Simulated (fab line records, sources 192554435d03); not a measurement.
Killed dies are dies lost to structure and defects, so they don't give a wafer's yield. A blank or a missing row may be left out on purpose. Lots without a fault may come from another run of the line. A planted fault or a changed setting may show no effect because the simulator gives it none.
Chamber matching | flow n5_finfet | N5_BEOL_M6_ETCH_72 on rie_diel-01: 4 sister chambers
The step etches underlayer in N2/H2, target depth 6.5 nm, time 5.2 s. 14 wafers are shown with their chamber, then 7 later ones without.

WAFERS WITH THEIR CHAMBER
wafer  | chamber | drypump_motor_current_A (A) | showerhead_plenum_p_Torr (Torr) | throttle_valve_pct (%)
L074.1 | 3       | 5.2                         | 2.31                            | 17.52
L074.4 | 0       | 6.2                         | 2.43                            | 17.84
L074.6 | 2       | 5.4                         | 2.62                            | 17.97
L077.4 | 3       | 5.1                         | 2.31                            | 17.57
L077.5 | 2       | 5.4                         | 2.61                            | 17.99
L077.6 | 3       | 5.1                         | 2.31                            | 17.56
L083.2 | 2       | 5.4                         | 2.61                            | 18.04
L083.3 | 1       | 6.5                         | 2.48                            | 17.69
L083.6 | 1       | 6.5                         | 2.48                            | 17.66
L087.1 | 3       | 5.1                         | 2.30                            | 17.60
L087.2 | 1       | 6.5                         | 2.48                            | 17.66
L087.5 | 0       | 6.2                         | 2.42                            | 17.90
L086.2 | 1       | 6.5                         | 2.48                            | 17.70
L086.4 | 0       | 6.2                         | 2.42                            | 17.92

SIGNATURES (means of the wafers above)
reading                  | chamber 0 | chamber 1 | chamber 2 | chamber 3 | scatter within a chamber
drypump_motor_current_A  | 6.200     | 6.500     | 5.400     | 5.125     | 0.0274
showerhead_plenum_p_Torr | 2.4233    | 2.4800    | 2.6133    | 2.3075    | 0.00456
throttle_valve_pct       | 17.8867   | 17.6775   | 18.0000   | 17.5625   | 0.0326
Rule: a wafer's distance from a chamber is the root of the sum, over the readings, of the square of ((its reading less the chamber's mean) divided by the reading's scatter). The wafer belongs to the nearest chamber; if the next one is less than 2 further off, it can't be placed. The scatter: the root of (the sum of the squares of (reading less its chamber's mean) over the shown wafers, divided by (wafers less chambers)).

WAFERS WITHOUT THEIR CHAMBER
wafer  | drypump_motor_current_A (A) | showerhead_plenum_p_Torr (Torr) | throttle_valve_pct (%)
L086.5 | 6.5                         | 2.48                            | 17.67
L076.3 | 6.2                         | 2.41                            | 17.95
L076.4 | 5.1                         | 2.30                            | 17.60
L076.6 | 6.2                         | 2.41                            | 17.93
L090.2 | 6.5                         | 2.48                            | 17.69
L090.4 | 6.5                         | 2.48                            | 17.70
L090.6 | 5.1                         | 2.30                            | 17.59

WHICH CHAMBER EACH WENT THROUGH
wafer  | from the rows above | in truth
L086.5 | 1                   | 1
L076.3 | 0                   | 0
L076.4 | 3                   | 3
L076.6 | 0                   | 0
L090.2 | 1                   | 1
L090.4 | 1                   | 1
L090.6 | 3                   | 3
Placed correctly: 7 of 7. Can't be placed from these rows: 0. Placed wrongly: 0.
